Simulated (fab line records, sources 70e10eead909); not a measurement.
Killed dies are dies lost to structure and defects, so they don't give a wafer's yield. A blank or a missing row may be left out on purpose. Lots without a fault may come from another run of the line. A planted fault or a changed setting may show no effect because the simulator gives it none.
Which tool did it? | flow nand_harc | 13 lots, 39 wafers sampled, at 5 steps of a route of 1302

WHAT THE GAUGES READ, wafer by wafer
NHARC_A_BLC_INSPECT_28. Usual: raw_defect_count 538, standard deviation 120.
lot  | measured     | on                | raw_defect_count | flag
L916 | day 23 03:14 | defect_inspect-02 | 380 399 572      |
L917 | day 23 04:02 | defect_inspect-01 | 595 771 615      |
L918 | day 23 09:41 | defect_inspect-02 | 510 427 443      |
L919 | day 24 10:15 | defect_inspect-01 | 550 383 440      |
L924 | day 26 04:02 | defect_inspect-01 | 625 486 437      |
L922 | day 26 07:17 | defect_inspect-02 | 574 601 472      |
L927 | day 27 12:15 | defect_inspect-02 | 546 492 588      |
L928 | day 27 17:56 | defect_inspect-01 | 464 539 447      |
L930 | day 29 01:18 | defect_inspect-02 | 415 500 574      |
L931 | day 29 02:59 | defect_inspect-01 | 478 463 652      |
L934 | day 30 01:47 | defect_inspect-02 | 554 615 576      |
L938 | day 31 00:44 | defect_inspect-02 | 490 549 538      |
L937 | day 31 06:27 | defect_inspect-01 | 498 426 593      |

NHARC_A_M0_CD_MEAS_09: target cd 80 nm. Usual: cd_nm 79.7 nm, standard deviation 0.9.
lot  | measured     | on        | cd_nm (nm)        | flag
L916 | day 23 04:08 | cd_sem-01 | 80.2 79.8 79.9    |
L917 | day 23 04:56 | cd_sem-03 | 79.8 79.6 80.0    |
L918 | day 23 10:35 | cd_sem-03 | 80.9 79.7 80.5    |
L919 | day 24 11:10 | cd_sem-03 | 79.1 79.1 79.2    |
L924 | day 26 04:49 | cd_sem-03 | 78.4 80.7 80.4    |
L922 | day 26 08:04 | cd_sem-03 | 79.1 80.7 80.0    |
L927 | day 27 13:09 | cd_sem-01 | 80.0 79.4 79.5    |
L928 | day 27 18:50 | cd_sem-02 | 81.0 79.5 80.7    |
L930 | day 29 02:12 | cd_sem-03 | 80.7 80.4 81.1    |
L931 | day 29 03:54 | cd_sem-02 | 78.7 78.7 79.0    |
L934 | day 30 02:34 | cd_sem-01 | 108.3 108.2 109.3 | OFF
L938 | day 31 01:38 | cd_sem-01 | 80.2 81.1 80.8    |
L937 | day 31 07:22 | cd_sem-02 | 81.1 80.7 81.0    |

NHARC_A_M0_INSPECT_11. Usual: raw_defect_count 95, standard deviation 33.
lot  | measured     | on                | raw_defect_count | flag
L916 | day 23 04:15 | defect_inspect-02 | 21 26 29         |
L917 | day 23 05:03 | defect_inspect-01 | 134 152 131      |
L918 | day 23 10:43 | defect_inspect-01 | 146 147 149      |
L919 | day 24 11:17 | defect_inspect-02 | 69 54 53         |
L924 | day 26 04:56 | defect_inspect-01 | 68 71 65         |
L922 | day 26 08:11 | defect_inspect-01 | 124 105 101      |
L927 | day 27 13:17 | defect_inspect-01 | 106 99 120       |
L928 | day 27 18:57 | defect_inspect-02 | 86 67 70         |
L930 | day 29 02:19 | defect_inspect-01 | 142 138 145      |
L931 | day 29 04:02 | defect_inspect-02 | 116 78 95        |
L934 | day 30 02:41 | defect_inspect-01 | 114 114 137      |
L938 | day 31 01:46 | defect_inspect-02 | 125 106 98       |
L937 | day 31 07:29 | defect_inspect-02 | 88 76 94         |

WHICH TOOL RAN EACH LOT (tool, then ch and the chambers of the sampled wafers, then the start)
lot  | NHARC_A_BLC_PVD_32                      | NHARC_A_M0_PEB_07
L916 | pvd_sputter-01, day 23 03:14 or earlier | litho_track-01 ch 0, day 23 04:03
L917 | pvd_sputter-01, day 23 04:02 or earlier | litho_track-04 ch 0, day 23 04:51
L918 | pvd_sputter-03, day 23 09:41 or earlier | litho_track-06 ch 0, day 23 10:31
L919 | pvd_sputter-02, day 24 10:15 or earlier | litho_track-04 ch 0, day 24 11:05
L924 | pvd_sputter-01, day 26 04:02 or earlier | litho_track-06 ch 0, day 26 04:44
L922 | pvd_sputter-01, day 26 07:17 or earlier | litho_track-06 ch 0, day 26 07:59
L927 | pvd_sputter-02, day 27 12:15 or earlier | litho_track-01 ch 0, day 27 13:04
L928 | pvd_sputter-03, day 27 17:56 or earlier | litho_track-06 ch 0, day 27 18:45
L930 | pvd_sputter-03, day 29 01:18 or earlier | litho_track-06 ch 0, day 29 02:07
L931 | pvd_sputter-02, day 29 02:59 or earlier | litho_track-04 ch 0, day 29 03:49
L934 | pvd_sputter-03, day 30 01:47 or earlier | litho_track-04 ch 0, day 30 02:29
L938 | pvd_sputter-03, day 31 00:44 or earlier | litho_track-01 ch 0, day 31 01:33
L937 | pvd_sputter-03, day 31 06:27 or earlier | litho_track-06 ch 0, day 31 07:16
- NHARC_A_BLC_PVD_32: deposits Ti, target thk 5 nm, time 17.7 s.
- NHARC_A_M0_PEB_07: peb time 65 s.

WHAT THE TOOLS THEMSELVES READ (means of the sampled wafers that have a number; where no wafer has one, the mark that the record gives instead)
NHARC_A_BLC_PVD_32. Usual: throttle_valve_pct 30.0 %, standard deviation 0.8.
lot  | tool           | throttle_valve_pct (%) | flag
L916 | pvd_sputter-01 | 30.5                   |
L917 | pvd_sputter-01 | 30.2                   |
L918 | pvd_sputter-03 | 30.0                   |
L919 | pvd_sputter-02 | 29.3                   |
L924 | pvd_sputter-01 | 30.3                   |
L922 | pvd_sputter-01 | 30.1                   |
L927 | pvd_sputter-02 | 29.8                   |
L928 | pvd_sputter-03 | 29.5                   |
L930 | pvd_sputter-03 | 29.4                   |
L931 | pvd_sputter-02 | 30.1                   |
L934 | pvd_sputter-03 | 30.0                   |
L938 | pvd_sputter-03 | 29.7                   |
L937 | pvd_sputter-03 | 29.9                   |

NHARC_A_M0_PEB_07. Usual: heater_power_total_W 156.6 W, standard deviation 0.42; plate_temp_C 100.00 C, standard deviation 0.14.
lot  | tool           | heater_power_total_W (W) | plate_temp_C (C) | flag
L916 | litho_track-01 | 156.4                    | 99.99            |
L917 | litho_track-04 | 156.7                    | 99.97            |
L918 | litho_track-06 | 156.8                    | 99.95            |
L919 | litho_track-04 | 156.8                    | 100.09           |
L924 | litho_track-06 | 156.7                    | 100.22           |
L922 | litho_track-06 | 156.7                    | 99.80            |
L927 | litho_track-01 | 156.6                    | 100.10           |
L928 | litho_track-06 | 156.4                    | 100.13           |
L930 | litho_track-06 | 156.8                    | 99.85            |
L931 | litho_track-04 | 156.6                    | 99.84            |
L934 | litho_track-04 | 177.7                    | 109.69           | OFF
L938 | litho_track-01 | 157.1                    | 99.94            |
L937 | litho_track-06 | 156.2                    | 100.17           |

THE ANSWER, worked out from the rows above alone
Rule: a lot is off if the mean of its wafers that have a number lies more than 3 standard deviations from the usual mean. A lot without any number at a reading at which 4 lots or more have one is off too. The other lots that the step has rows for count as sound. The gauges are gone through in route order, then the tools' own readings, and for those a lot's mean is taken as printed above. The first step at which some lot is off is used, and at that step the reading that is off furthest; a lot without a number counts as furthest.
Off: L934, at NHARC_A_M0_CD_MEAS_09 (cd_nm).
A tool fits if, at a process step before that reading, it ran every lot that is off, and no sound lot after the first of them. The gauges at NHARC_A_M0_CD_MEAS_09 aren't tried: what is off there is off at NHARC_A_M0_PEB_07 too, on other tools, and a gauge's error can't cause that. NHARC_A_BLC_PVD_32 gives no start for some lots, so the hours and the order of its lots are those of NHARC_A_BLC_INSPECT_28. One fits: litho_track-04 at NHARC_A_M0_PEB_07. Its last sound lot is L931 (day 29 03:49), its first lot that is off L934 (day 30 02:29): a fault that began between those two fits.
The tool's own readings at NHARC_A_M0_PEB_07 bear it out: on the lots that are off they differ by more than 5 times the standard deviation of the sound lots' means. heater_power_total_W reads 177.7 W there against 156.7 W on the sound lots; plate_temp_C reads 109.69 C there against 100.00 C on the sound lots.

WHAT THE SIMULATOR HAD PUT IN
Process parameter drift: litho_track-04, from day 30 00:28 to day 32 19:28, at NHARC_A_M0_PEB_07. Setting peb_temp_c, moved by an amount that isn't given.
Lots struck among those shown: L934. The rule above found the same.
